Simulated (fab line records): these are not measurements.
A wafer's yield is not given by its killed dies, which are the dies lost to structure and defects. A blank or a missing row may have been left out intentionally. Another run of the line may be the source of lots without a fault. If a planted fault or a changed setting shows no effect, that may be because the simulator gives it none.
The tool behind it: which one? + flow n5-finfet + Sampling: 24 lots, 72 wafers, 6 of 1938 route steps

WHAT EACH GAUGE READ, for each wafer
N5_GATE_CUT_OVL_MEAS_14. Usual: GATE_CUT_OVL gives -0.2 nm (standard deviation 0.67).
| lot  | measured     | on         | GATE_CUT_OVL (nm) | flag |
|------|--------------|------------|-------------------|------|
| L074 | day 4 15:46  | overlay-01 | -0.8 -0.2 -0.5    |      |
| L075 | day 4 22:12  | overlay-01 | 0.8 0.9 0.5       |      |
| L076 | day 5 05:02  | overlay-01 | -0.7 -0.6 -0.8    |      |
| L077 | day 5 08:46  | overlay-02 | 0.9 1.1 0.9       |      |
| L078 | day 5 13:46  | overlay-01 | -0.1 0.3 -1.3     |      |
| L079 | day 5 21:29  | overlay-02 | -0.6 -0.1 -0.5    |      |
| L080 | day 6 02:50  | overlay-01 | 0.4 0.3 -0.3      |      |
| L081 | day 6 10:52  | overlay-01 | 0.6 -0.1 -0.2     |      |
| L082 | day 6 16:37  | overlay-02 | -1.2 -1.0 -1.5    |      |
| L083 | day 7 01:29  | overlay-02 | 0.8 -0.4 1.0      |      |
| L084 | day 7 10:31  | overlay-01 | -1.6 -1.3 -1.0    |      |
| L085 | day 7 14:29  | overlay-02 | -0.5 -0.3 0.3     |      |
| L086 | day 7 17:33  | overlay-02 | -1.1 -0.5 -0.8    |      |
| L087 | day 7 21:52  | overlay-01 | -1.1 -0.3 -0.3    |      |
| L088 | day 8 01:51  | overlay-02 | 0.5 0.1 0.4       |      |
| L089 | day 8 08:16  | overlay-02 | 0.0 -1.2 0.1      |      |
| L090 | day 8 10:10  | overlay-01 | 0.3 1.0 -0.1      |      |
| L091 | day 8 19:23  | overlay-01 | -0.3 -1.0 -1.3    |      |
| L092 | day 9 04:35  | overlay-01 | -0.6 0.1 -0.7     |      |
| L093 | day 9 05:43  | overlay-02 | 0.4 -0.2 0.0      |      |
| L094 | day 9 12:43  | overlay-01 | 0.3 -0.1 -0.8     |      |
| L095 | day 9 16:25  | overlay-02 | 0.4 0.0 1.0       |      |
| L096 | day 9 21:04  | overlay-01 | -0.3 -0.9 -0.3    |      |
| L097 | day 10 06:38 | overlay-02 | -0.7 0.9 -0.8     |      |

N5_GATE_CUT_THK_MEAS_24. Usual: GC_FILL_THK gives 219.1 nm (standard deviation 2).
| lot  | measured     | on            | GC_FILL_THK (nm)  | flag |
|------|--------------|---------------|-------------------|------|
| L074 | day 4 23:11  | film-metro-01 | 219.0 217.1 216.0 |      |
| L075 | day 5 05:17  | film-metro-02 | 220.1 220.9 218.7 |      |
| L076 | day 5 09:27  | film-metro-01 | 216.5 218.8 221.2 |      |
| L077 | day 5 12:12  | film-metro-01 | 219.6 219.3 217.3 |      |
| L078 | day 5 16:29  | film-metro-02 | 219.4 221.5 220.8 |      |
| L079 | day 6 00:11  | film-metro-01 | 217.3 216.1 219.8 |      |
| L080 | day 6 05:49  | film-metro-02 | 218.4 221.6 219.8 |      |
| L081 | day 6 13:35  | film-metro-02 | 220.0 218.9 222.2 |      |
| L082 | day 6 19:19  | film-metro-02 | 218.6 221.6 221.1 |      |
| L083 | day 7 04:12  | film-metro-02 | 216.3 218.7 220.3 |      |
| L084 | day 7 13:19  | film-metro-01 | 216.2 220.1 219.1 |      |
| L085 | day 7 17:28  | film-metro-01 | 219.6 220.5 218.4 |      |
| L086 | day 7 20:36  | film-metro-01 | 218.9 220.4 223.7 |      |
| L087 | day 8 00:52  | film-metro-01 | 216.0 214.3 214.0 |      |
| L088 | day 8 04:34  | film-metro-01 | 217.0 218.7 219.2 |      |
| L089 | day 8 11:26  | film-metro-02 | 218.7 221.2 221.7 |      |
| L090 | day 8 12:52  | film-metro-02 | 216.5 217.8 220.2 |      |
| L091 | day 9 00:13  | film-metro-02 | 218.4 219.8 218.5 |      |
| L092 | day 9 07:19  | film-metro-02 | 217.1 219.4 217.6 |      |
| L093 | day 9 08:26  | film-metro-01 | 218.4 216.8 216.5 |      |
| L094 | day 9 16:11  | film-metro-02 | 219.8 221.4 220.4 |      |
| L095 | day 9 19:43  | film-metro-02 | 218.2 220.6 222.1 |      |
| L096 | day 9 23:56  | film-metro-01 | 215.3 219.7 218.7 |      |
| L097 | day 10 09:24 | film-metro-01 | 219.2 220.1 220.2 |      |

WHAT TOOL EACH LOT RAN ON (gives the tool, then ch and the chambers of the sampled wafers, and finally the start)
| lot  | N5_GATE_CUT_ETCHBACK_00           | N5_GATE_CUT_STRIP_59              | N5_GATE_CUT_PECVD_57           | N5_GATE_CUT_VAPOR_ETCH_48         |
|------|-----------------------------------|-----------------------------------|--------------------------------|-----------------------------------|
| L074 | rie-metal-03 ch 0,1, day 4 11:13  | rie-diel-03 ch 0,1,2, day 4 11:38 | pecvd-02 ch 0,1, day 4 14:50   | rie-metal-01 ch 0,1, day 4 17:44  |
| L075 | rie-metal-01 ch 0,1, day 4 15:23  | rie-diel-01 ch 1,3, day 4 15:44   | pecvd-02 ch 0,1, day 4 21:25   | rie-metal-02 ch 0,1, day 4 22:52  |
| L076 | rie-metal-01 ch 0,1, day 4 21:17  | rie-diel-01 ch 1,2, day 4 21:38   | pecvd-02 ch 0,2, day 5 04:15   | rie-metal-03 ch 0,1, day 5 05:41  |
| L077 | rie-metal-01 ch 0,1, day 5 05:07  | rie-diel-01 ch 0,1, day 5 05:31   | pecvd-03 ch 0,1, day 5 07:55   | rie-metal-02 ch 0,1, day 5 09:26  |
| L078 | rie-metal-01 ch 0,1, day 5 10:04  | rie-diel-03 ch 0,3, day 5 10:28   | pecvd-02 ch 0,2, day 5 12:52   | rie-metal-03 ch 0,1, day 5 14:26  |
| L079 | rie-metal-02 ch 0,1, day 5 17:47  | rie-diel-01 ch 0,1,3, day 5 18:09 | pecvd-02 ch 0,1, day 5 20:34   | rie-metal-02 ch 0,1, day 5 22:08  |
| L080 | rie-metal-01 ch 0,1, day 5 23:11  | rie-diel-01 ch 0,3, day 5 23:40   | pecvd-02 ch 1,2, day 6 02:04   | rie-metal-03 ch 1, day 6 03:46    |
| L081 | rie-metal-03 ch 0,1, day 6 07:17  | rie-diel-06 ch 1,2,3, day 6 07:41 | pecvd-02 ch 0,1,2, day 6 10:05 | rie-metal-01 ch 0,1, day 6 11:32  |
| L082 | rie-metal-01 ch 0,1, day 6 12:44  | rie-diel-06 ch 0,1, day 6 13:11   | pecvd-01 ch 1,2, day 6 15:49   | rie-metal-01 ch 0,1, day 6 17:16  |
| L083 | rie-metal-03 ch 0,1, day 6 21:16  | rie-diel-01 ch 0,2,3, day 6 21:46 | pecvd-02 ch 1,2, day 7 00:43   | rie-metal-02 ch 0,1, day 7 02:09  |
| L084 | rie-metal-01 ch 0, day 7 06:31    | rie-diel-06 ch 0,1, day 7 07:11   | pecvd-02 ch 1,2, day 7 09:37   | rie-metal-02 ch 0,1, day 7 11:10  |
| L085 | rie-metal-01 ch 0, day 7 10:32    | rie-diel-01 ch 1,2,3, day 7 11:10 | pecvd-02 ch 0,2, day 7 13:35   | rie-metal-01 ch 0, day 7 15:20    |
| L086 | rie-metal-02 ch 0,1, day 7 13:49  | rie-diel-03 ch 0,1,2, day 7 14:14 | pecvd-03 ch 0,1, day 7 16:39   | rie-metal-03 ch 0,1, day 7 18:16  |
| L087 | rie-metal-01 ch 0, day 7 17:37    | rie-diel-06 ch 0,1, day 7 18:17   | pecvd-03 ch 0,1, day 7 20:45   | rie-metal-02 ch 0,1, day 7 22:31  |
| L088 | rie-metal-03 ch 0,1, day 7 21:44  | rie-diel-01 ch 0,2,3, day 7 22:08 | pecvd-02 ch 0,1, day 8 00:33   | rie-metal-03 ch 0,1, day 8 02:31  |
| L089 | rie-metal-02 ch 0,1, day 8 04:37  | rie-diel-03 ch 1,3, day 8 05:03   | pecvd-02 ch 1,2, day 8 07:28   | rie-metal-01 ch 1, day 8 09:19    |
| L090 | rie-metal-01 ch 1, day 8 06:14    | rie-diel-01 ch 0,1,3, day 8 06:58 | pecvd-03 ch 0,1, day 8 09:23   | rie-metal-02 ch 0,1, day 8 10:49  |
| L091 | rie-metal-01 ch 0,1, day 8 15:32  | rie-diel-03 ch 0,2,3, day 8 15:55 | pecvd-01 ch 0,1, day 8 18:29   | rie-metal-01 ch 0,1, day 8 20:05  |
| L092 | rie-metal-02 ch 0,1, day 9 00:46  | rie-diel-06 ch 1,2, day 9 01:10   | pecvd-03 ch 0,2, day 9 03:41   | rie-metal-03 ch 0,1, day 9 05:16  |
| L093 | rie-metal-03 ch 0,1, day 9 01:18  | rie-diel-06 ch 1,2,3, day 9 01:41 | pecvd-02 ch 0,1,2, day 9 04:57 | rie-metal-02 ch 0,1, day 9 06:23  |
| L094 | rie-metal-02 ch 0,1, day 9 09:00  | rie-diel-01 ch 1,2, day 9 09:24   | pecvd-02 ch 0,1,2, day 9 11:50 | rie-metal-02 ch 0,1, day 9 13:23  |
| L095 | rie-metal-03 ch 0,1, day 9 12:50  | rie-diel-01 ch 0,2,3, day 9 13:14 | pecvd-03 ch 0,1, day 9 15:38   | rie-metal-02 ch 0,1, day 9 17:05  |
| L096 | rie-metal-01 ch 0,1, day 9 16:46  | rie-diel-01 ch 1,2,3, day 9 17:10 | pecvd-02 ch 0,1,2, day 9 20:09 | rie-metal-03 ch 0,1, day 9 21:53  |
| L097 | rie-metal-03 ch 0,1, day 10 02:56 | rie-diel-01 ch 1,2, day 10 03:17  | pecvd-01 ch 0,1, day 10 05:43  | rie-metal-03 ch 0,1, day 10 07:22 |
- N5_GATE_CUT_ETCHBACK_00: etches W in SF6/Cl2.
- N5_GATE_CUT_STRIP_59: strips in N2/H2, time 20 s.
- N5_GATE_CUT_PECVD_57: deposits SiNx from SiH4/NH3/N2, target thk 21 nm.
- N5_GATE_CUT_VAPOR_ETCH_48: etches TiN in BCl3/Cl2.

WHAT THE TOOLS THEMSELVES READ (means of the sampled wafers that have a number; where no wafer has one, the mark that the record gives instead)
N5_GATE_CUT_ETCHBACK_00. Usual: drypump-motor-current-A 5.6 A, standard deviation 0.51; oes-product-au 0.71 a.u., standard deviation 0.1; throttle-valve-pct 27.74 %, standard deviation 0.21.
| lot  | tool         | drypump-motor-current-A (A) | oes-product-au (a.u.) | throttle-valve-pct (%) | flag |
|------|--------------|-----------------------------|-----------------------|------------------------|------|
| L074 | rie-metal-03 | 6.0                         | 0.71                  | 27.60                  |      |
| L075 | rie-metal-01 | 5.3                         | 0.66                  | 27.82                  |      |
| L076 | rie-metal-01 | 5.3                         | 0.65                  | 27.83                  |      |
| L077 | rie-metal-01 | 5.3                         | 0.65                  | 27.83                  |      |
| L078 | rie-metal-01 | 5.3                         | 0.66                  | 27.83                  |      |
| L079 | rie-metal-02 | 5.9                         | 0.89                  | 27.50                  |      |
| L080 | rie-metal-01 | 5.6                         | 0.67                  | 27.84                  |      |
| L081 | rie-metal-03 | 6.0                         | 0.70                  | 27.61                  |      |
| L082 | rie-metal-01 | 5.6                         | 0.66                  | 27.84                  |      |
| L083 | rie-metal-03 | 6.0                         | 0.77                  | 27.81                  |      |
| L084 | rie-metal-01 | 4.9                         | 0.63                  | 27.84                  |      |
| L085 | rie-metal-01 | 4.9                         | 0.62                  | 27.84                  |      |
| L086 | rie-metal-02 | 5.9                         | 0.86                  | 27.51                  |      |
| L087 | rie-metal-01 | 4.9                         | 0.62                  | 27.85                  |      |
| L088 | rie-metal-03 | 6.0                         | 0.76                  | 27.81                  |      |
| L089 | rie-metal-02 | 5.7                         | 0.77                  | 27.62                  |      |
| L090 | rie-metal-01 | 6.0                         | 0.68                  | 27.85                  |      |
| L091 | rie-metal-01 | 5.3                         | 0.64                  | 27.85                  |      |
| L092 | rie-metal-02 | 5.7                         | 0.76                  | 27.62                  |      |
| L093 | rie-metal-03 | 6.0                         | 0.76                  | 27.81                  |      |
| L094 | rie-metal-02 | 5.7                         | 0.76                  | 27.61                  |      |
| L095 | rie-metal-03 | 6.1                         | 0.76                  | 27.82                  |      |
| L096 | rie-metal-01 | 5.6                         | 0.66                  | 27.86                  |      |
| L097 | rie-metal-03 | 6.0                         | 0.68                  | 27.62                  |      |

N5_GATE_CUT_STRIP_59. Usual: drypump-motor-current-A 5.7 A, standard deviation 0.38; n2-flow-sccm 300.0 sccm, standard deviation 0.93; oes-product-au 0.78 a.u., standard deviation 0.083; rf-vpp-V 45.2 V, standard deviation 0.99; showerhead-plenum-p-Torr 3.39 Torr, standard deviation 0.12; throttle-valve-pct 12.1 %, standard deviation 0.33.
| lot  | tool        | drypump-motor-current-A (A) | n2-flow-sccm (sccm) | oes-product-au (a.u.) | rf-vpp-V (V) | showerhead-plenum-p-Torr (Torr) | throttle-valve-pct (%) | flag |
|------|-------------|-----------------------------|---------------------|-----------------------|--------------|---------------------------------|------------------------|------|
| L074 | rie-diel-03 | 5.5                         | 300.9               | 0.84                  | 45.2         | 3.48                            | 11.8                   |      |
| L075 | rie-diel-01 | 6.0                         | 299.1               | 0.80                  | 44.5         | 3.35                            | 11.9                   |      |
| L076 | rie-diel-01 | 5.9                         | 300.0               | 0.73                  | 45.6         | 3.31                            | 12.2                   |      |
| L077 | rie-diel-01 | 5.6                         | 299.6               | 0.73                  | 45.4         | 3.41                            | 12.2                   |      |
| L078 | rie-diel-03 | 5.5                         | 299.9               | 0.82                  | 45.8         | 3.56                            | 12.2                   |      |
| L079 | rie-diel-01 | 5.8                         | 300.3               | 0.79                  | 45.4         | 3.40                            | 12.1                   |      |
| L080 | rie-diel-01 | 5.5                         | 300.7               | 0.80                  | 45.7         | 3.45                            | 12.2                   |      |
| L081 | rie-diel-06 | 5.5                         | 298.6               | 0.83                  | 44.9         | 3.45                            | 12.1                   |      |
| L082 | rie-diel-06 | 5.8                         | 301.0               | 0.92                  | 45.1         | 3.34                            | 11.8                   |      |
| L083 | rie-diel-01 | 5.8                         | 300.3               | 0.78                  | 44.9         | 3.34                            | 12.2                   |      |
| L084 | rie-diel-06 | 5.8                         | 299.5               | 0.90                  | 45.4         | 3.33                            | 11.9                   |      |
| L085 | rie-diel-01 | 6.1                         | 299.4               | 0.78                  | 45.4         | 3.29                            | 12.1                   |      |
| L086 | rie-diel-03 | 5.5                         | 299.7               | 0.81                  | 44.6         | 3.46                            | 11.8                   |      |
| L087 | rie-diel-06 | 5.8                         | 299.9               | 0.90                  | 44.9         | 3.33                            | 11.8                   |      |
| L088 | rie-diel-01 | 5.9                         | 299.3               | 0.78                  | 45.4         | 3.34                            | 12.2                   |      |
| L089 | rie-diel-03 | 5.9                         | 301.0               | 0.73                  | 45.1         | 3.52                            | 12.5                   |      |
| L090 | rie-diel-01 | 5.8                         | 299.9               | 0.78                  | 45.2         | 3.39                            | 12.1                   |      |
| L091 | rie-diel-03 | 5.5                         | 299.9               | 0.77                  | 45.4         | 3.44                            | 12.3                   |      |
| L092 | rie-diel-06 | 5.4                         | 301.1               | 0.75                  | 45.8         | 3.37                            | 12.3                   |      |
| L093 | rie-diel-06 | 5.5                         | 299.7               | 0.81                  | 44.8         | 3.44                            | 12.1                   |      |
| L094 | rie-diel-01 | 5.9                         | 300.8               | 0.71                  | 44.9         | 3.30                            | 12.2                   |      |
| L095 | rie-diel-01 | 5.8                         | 301.3               | 0.76                  | 45.4         | 3.33                            | 12.2                   |      |
| L096 | rie-diel-01 | 6.0                         | 299.5               | 0.76                  | 44.3         | 3.28                            | 12.1                   |      |
| L097 | rie-diel-01 | 6.0                         | 300.2               | 0.70                  | 44.1         | 3.25                            | 12.3                   |      |

N5_GATE_CUT_PECVD_57. Usual: heater-power-w 765 W, standard deviation 91; showerhead-plenum-p-Torr 5.16 Torr, standard deviation 0.063; throttle-valve-pct 40.3 %, standard deviation 1.7.
| lot  | tool     | heater-power-w (W) | showerhead-plenum-p-Torr (Torr) | throttle-valve-pct (%) | flag |
|------|----------|--------------------|---------------------------------|------------------------|------|
| L074 | pecvd-02 | 731                | 5.20                            | 40.3                   |      |
| L075 | pecvd-02 | 796                | 5.20                            | 40.4                   |      |
| L076 | pecvd-02 | 786                | 5.13                            | 39.7                   |      |
| L077 | pecvd-03 | 731                | 5.13                            | 41.1                   |      |
| L078 | pecvd-02 | 786                | 5.14                            | 41.2                   |      |
| L079 | pecvd-02 | 744                | 5.20                            | 40.4                   |      |
| L080 | pecvd-02 | 811                | 5.19                            | 38.9                   |      |
| L081 | pecvd-02 | 808                | 5.17                            | 40.0                   |      |
| L082 | pecvd-01 | 754                | 5.25                            | 41.8                   |      |
| L083 | pecvd-02 | 839                | 5.16                            | 38.9                   |      |
| L084 | pecvd-02 | 828                | 5.20                            | 39.1                   |      |
| L085 | pecvd-02 | 893                | 5.13                            | 41.4                   |      |
| L086 | pecvd-03 | 750                | 5.18                            | 40.3                   |      |
| L087 | pecvd-03 | 675                | 5.13                            | 41.0                   |      |
| L088 | pecvd-02 | 716                | 5.20                            | 40.5                   |      |
| L089 | pecvd-02 | 784                | 5.15                            | 38.8                   |      |
| L090 | pecvd-03 | 736                | 5.16                            | 40.5                   |      |
| L091 | pecvd-01 | 677                | 5.13                            | 40.6                   |      |
| L092 | pecvd-03 | 671                | 5.17                            | 38.9                   |      |
| L093 | pecvd-02 | 788                | 5.17                            | 40.1                   |      |
| L094 | pecvd-02 | 871                | 5.17                            | 40.1                   |      |
| L095 | pecvd-03 | 712                | 5.11                            | 41.1                   |      |
| L096 | pecvd-02 | 761                | 5.16                            | 40.3                   |      |
| L097 | pecvd-01 | 731                | 5.19                            | 41.8                   |      |

N5_GATE_CUT_VAPOR_ETCH_48. Usual: drypump-motor-current-A 5.8 A, standard deviation 0.4; oes-product-au 0.75 a.u., standard deviation 0.12.
| lot  | tool         | drypump-motor-current-A (A) | oes-product-au (a.u.) | flag |
|------|--------------|-----------------------------|-----------------------|------|
| L074 | rie-metal-01 | 5.3                         | 0.66                  |      |
| L075 | rie-metal-02 | 5.9                         | 0.90                  |      |
| L076 | rie-metal-03 | 6.0                         | 0.71                  |      |
| L077 | rie-metal-02 | 5.9                         | 0.90                  |      |
| L078 | rie-metal-03 | 6.1                         | 0.79                  |      |
| L079 | rie-metal-02 | 5.7                         | 0.79                  |      |
| L080 | rie-metal-03 | 6.0                         | 0.63                  |      |
| L081 | rie-metal-01 | 5.6                         | 0.67                  |      |
| L082 | rie-metal-01 | 5.6                         | 0.66                  |      |
| L083 | rie-metal-02 | 5.7                         | 0.78                  |      |
| L084 | rie-metal-02 | 5.9                         | 0.87                  |      |
| L085 | rie-metal-01 | 4.9                         | 0.63                  |      |
| L086 | rie-metal-03 | 6.0                         | 0.70                  |      |
| L087 | rie-metal-02 | 5.9                         | 0.85                  |      |
| L088 | rie-metal-03 | 6.0                         | 0.70                  |      |
| L089 | rie-metal-01 | 6.0                         | 0.68                  |      |
| L090 | rie-metal-02 | 5.9                         | 0.85                  |      |
| L091 | rie-metal-01 | 5.3                         | 0.64                  |      |
| L092 | rie-metal-03 | 6.0                         | 0.70                  |      |
| L093 | rie-metal-02 | 5.9                         | 0.84                  |      |
| L094 | rie-metal-02 | 5.7                         | 0.76                  |      |
| L095 | rie-metal-02 | 5.7                         | 0.76                  |      |
| L096 | rie-metal-03 | 6.0                         | 0.69                  |      |
| L097 | rie-metal-03 | 6.0                         | 0.69                  |      |

THE ANSWER, worked out from the rows above alone
Rule: lot off if the mean of its wafers having a number is beyond 3 standard deviations from the usual mean. Also off: a lot with no number at a reading for which 4 or more lots have one. Where the step has rows for the other lots, those lots are counted as sound. After the gauges, taken in route order, come the tools' own readings; for these a lot's mean is taken, as printed above. The first step at which some lot is off is used, and at that step the reading that is off furthest; a lot without a number counts as furthest.
Across all readings shown, no lot is off: no conclusion can be drawn from this.

WHAT THE SIMULATOR PUT IN
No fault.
